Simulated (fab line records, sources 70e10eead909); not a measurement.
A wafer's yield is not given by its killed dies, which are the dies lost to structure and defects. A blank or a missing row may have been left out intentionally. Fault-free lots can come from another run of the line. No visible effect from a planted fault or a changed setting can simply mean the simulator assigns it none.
Chamber matching	flow nand_harc	NHARC_P_CONTACT_CMP_01 on cmp-02 has 4 sister chambers
The step polishes SiO2, target thk 200 nm. 14 wafers are shown with their chamber, then 7 later ones without.

== WAFERS, EACH WITH ITS CHAMBER ==
wafer	chamber	motor_current_A (A)
L075.2	1	11.3
L075.5	3	12.9
L075.6	0	13.4
L078.3	3	13.8
L078.4	2	13.6
L078.6	1	10.9
L079.1	2	13.6
L079.3	0	13.1
L079.6	0	13.4
L081.1	1	10.9
L081.3	0	13.0
L081.5	0	13.0
L084.1	2	13.6
L084.3	3	13.9

SIGNATURES (means of the wafers above)
reading	chamber 0	chamber 1	chamber 2	chamber 3	scatter within a chamber
motor_current_A	13.180	11.033	13.600	13.533	0.297
Rule: a wafer's distance from a chamber is the root of the sum, over the readings, of the square of ((its reading less the chamber's mean) divided by the reading's scatter). If the next closest chamber is less than 2 further off than the closest, the wafer can't be placed; otherwise it belongs to the closest. The scatter: the root of (the sum of the squares of (reading less its chamber's mean) over the shown wafers, divided by (wafers less chambers)).

== WAFERS WHOSE CHAMBER IS MISSING ==
wafer	motor_current_A (A)
L084.4	11.0
L083.1	14.0
L083.3	10.5
L083.4	13.7
L093.2	10.7
L093.3	14.5
L093.6	11.0

== WHICH CHAMBER EACH ONE RAN IN ==
wafer	from the rows above	in truth
L084.4	1	1
L083.1	can't be placed: 2 or 3 or 0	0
L083.3	1	1
L083.4	can't be placed: 2 or 3 or 0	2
L093.2	1	1
L093.3	can't be placed: 2 or 3 or 0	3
L093.6	1	1
Correctly placed: 4 of 7. These rows do not allow placing 3 (true chamber among the candidates in 3). Wrongly placed: 0.
